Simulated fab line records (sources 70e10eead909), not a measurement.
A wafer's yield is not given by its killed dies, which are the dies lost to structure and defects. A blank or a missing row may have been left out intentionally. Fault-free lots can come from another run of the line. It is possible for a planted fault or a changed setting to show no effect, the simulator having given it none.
Matching of chambers + flow nand_harc + 4 sister chambers for NHARC_P_BONDPAD_CMP_32 on cmp-02
The step polishes SiCN, target thk 200 nm. 18 wafers are shown with their chamber, then 8 later ones without.

## WAFERS WITH THEIR CHAMBER
| wafer  | chamber | motor_current_A (A) | pad_life_wafers |
|--------|---------|---------------------|-----------------|
| L075.3 | 3       | 10.9                | 37              |
| L075.4 | 2       | 14.2                | 36              |
| L076.1 | 3       | 10.4                | 63              |
| L076.3 | 0       | 9.7                 | 60              |
| L076.4 | 1       | 12.3                | 61              |
| L078.1 | 2       | 13.2                | 102             |
| L078.2 | 3       | 10.9                | 103             |
| L078.4 | 1       | 12.2                | 105             |
| L083.2 | 3       | 10.8                | 327             |
| L083.3 | 1       | 12.2                | 325             |
| L083.4 | 0       | 10.0                | 324             |
| L084.2 | 1       | 11.4                | 333             |
| L084.4 | 0       | 9.8                 | 332             |
| L089.2 | 1       | 11.5                | 492             |
| L089.4 | 2       | 13.3                | 493             |
| L093.1 | 1       | 11.4                | 121             |
| L093.2 | 0       | 10.1                | 120             |
| L094.1 | 1       | 11.7                | 133             |

SIGNATURES (means of the wafers above)
| reading         | chamber 0 | chamber 1 | chamber 2 | chamber 3 | scatter within a chamber |
|-----------------|-----------|-----------|-----------|-----------|--------------------------|
| motor_current_A | 9.900     | 11.814    | 13.567    | 10.750    | 0.365                    |
| pad_life_wafers | 209.00    | 224.29    | 210.33    | 132.50    | 166                      |
Rule: a wafer lies at a distance from a chamber equal to the root of the sum of squares, over the readings, of (its reading less the chamber's mean, divided by the reading's scatter). If the next closest chamber is less than 2 further off than the closest, the wafer can't be placed; otherwise it belongs to the closest. How the scatter is found: for the shown wafers, subtract from each reading the mean of its chamber, square and add these, divide the total by (wafers less chambers), then take the root.

## WAFERS WHOSE CHAMBER IS MISSING
| wafer  | motor_current_A (A) | pad_life_wafers |
|--------|---------------------|-----------------|
| L094.2 | 10.3                | 132             |
| L094.3 | 11.0                | 135             |
| L095.2 | 13.8                | 170             |
| L095.3 | 9.7                 | 168             |
| L097.2 | 12.4                | 271             |
| L097.4 | 10.0                | 270             |
| L096.2 | 13.4                | 284             |
| L096.3 | 10.6                | 285             |

## WHICH CHAMBER EACH ONE RAN IN
| wafer  | from the rows above     | in truth |
|--------|-------------------------|----------|
| L094.2 | can't be placed: 0 or 3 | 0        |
| L094.3 | can't be placed: 3 or 1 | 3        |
| L095.2 | 2                       | 2        |
| L095.3 | 0                       | 0        |
| L097.2 | can't be placed: 1 or 2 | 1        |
| L097.4 | can't be placed: 0 or 3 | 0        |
| L096.2 | 2                       | 2        |
| L096.3 | can't be placed: 3 or 0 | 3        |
Placed correctly: 3 of 8. From these rows, 5 cannot be placed; in 5 the true chamber is one of the candidates. Placed wrongly: 0.
